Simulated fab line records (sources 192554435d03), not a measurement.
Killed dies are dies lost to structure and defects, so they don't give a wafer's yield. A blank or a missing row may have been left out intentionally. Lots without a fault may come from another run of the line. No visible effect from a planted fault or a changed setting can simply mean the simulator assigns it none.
Matching of chambers / flow n5 finfet / N5_STI_FIN_REVEAL_ETCH_34 on rie si-02 has 4 sister chambers
The step etches Si in H2, material Si, target depth 0.97 nm. 18 wafers are shown with their chamber, then 9 later ones without.

== WAFERS PAIRED WITH THEIR CHAMBERS ==
wafer=L079.1; chamber=1; oes product au (a.u.)=1.009
wafer=L079.4; chamber=2; oes product au (a.u.)=1.026
wafer=L079.6; chamber=1; oes product au (a.u.)=1.010
wafer=L080.2; chamber=2; oes product au (a.u.)=1.014
wafer=L080.3; chamber=3; oes product au (a.u.)=1.006
wafer=L080.6; chamber=1; oes product au (a.u.)=1.008
wafer=L081.2; chamber=3; oes product au (a.u.)=1.005
wafer=L081.3; chamber=2; oes product au (a.u.)=1.010
wafer=L081.4; chamber=0; oes product au (a.u.)=0.992
wafer=L086.1; chamber=3; oes product au (a.u.)=1.006
wafer=L086.3; chamber=2; oes product au (a.u.)=1.025
wafer=L086.4; chamber=0; oes product au (a.u.)=1.006
wafer=L088.1; chamber=3; oes product au (a.u.)=1.009
wafer=L088.2; chamber=2; oes product au (a.u.)=1.034
wafer=L088.6; chamber=1; oes product au (a.u.)=1.017
wafer=L089.1; chamber=1; oes product au (a.u.)=1.013
wafer=L089.3; chamber=3; oes product au (a.u.)=1.014
wafer=L089.5; chamber=1; oes product au (a.u.)=1.014

SIGNATURES (averages over the wafers above)
reading=oes product au; chamber 0=0.99900; chamber 1=1.01183; chamber 2=1.02180; chamber 3=1.00800; scatter within a chamber=0.00648
Rule: a wafer's distance from a chamber is the root of the sum, over the readings, of the square of ((its reading less the chamber's mean) divided by the reading's scatter). The wafer belongs to the nearest chamber; if the next one is less than 2 further off, it can't be placed. The scatter: take each reading less its chamber's mean, square it, sum over the shown wafers, divide by the number of wafers less the number of chambers, and take the root.

== WAFERS MISSING THEIR CHAMBER ==
wafer=L091.1; oes product au (a.u.)=1.017
wafer=L091.3; oes product au (a.u.)=0.993
wafer=L091.5; oes product au (a.u.)=1.019
wafer=L092.1; oes product au (a.u.)=0.996
wafer=L092.2; oes product au (a.u.)=1.012
wafer=L092.6; oes product au (a.u.)=1.004
wafer=L094.1; oes product au (a.u.)=0.997
wafer=L094.5; oes product au (a.u.)=0.999
wafer=L094.6; oes product au (a.u.)=1.006

== WHICH CHAMBER EACH ONE RAN IN ==
wafer=L091.1; from the rows above=can't be placed: 2 or 1 or 3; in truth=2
wafer=L091.3; from the rows above=can't be placed: 0 or 3 or 1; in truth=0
wafer=L091.5; from the rows above=can't be placed: 2 or 1 or 3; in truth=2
wafer=L092.1; from the rows above=can't be placed: 0 or 3 or 1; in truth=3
wafer=L092.2; from the rows above=can't be placed: 1 or 3 or 2 or 0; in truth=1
wafer=L092.6; from the rows above=can't be placed: 3 or 0 or 1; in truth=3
wafer=L094.1; from the rows above=can't be placed: 0 or 3 or 1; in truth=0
wafer=L094.5; from the rows above=can't be placed: 0 or 3 or 1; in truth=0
wafer=L094.6; from the rows above=can't be placed: 3 or 1 or 0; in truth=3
0 of 9 placed correctly. From these rows, 9 cannot be placed; in 9 the true chamber is one of the candidates. Wrongly placed: 0.
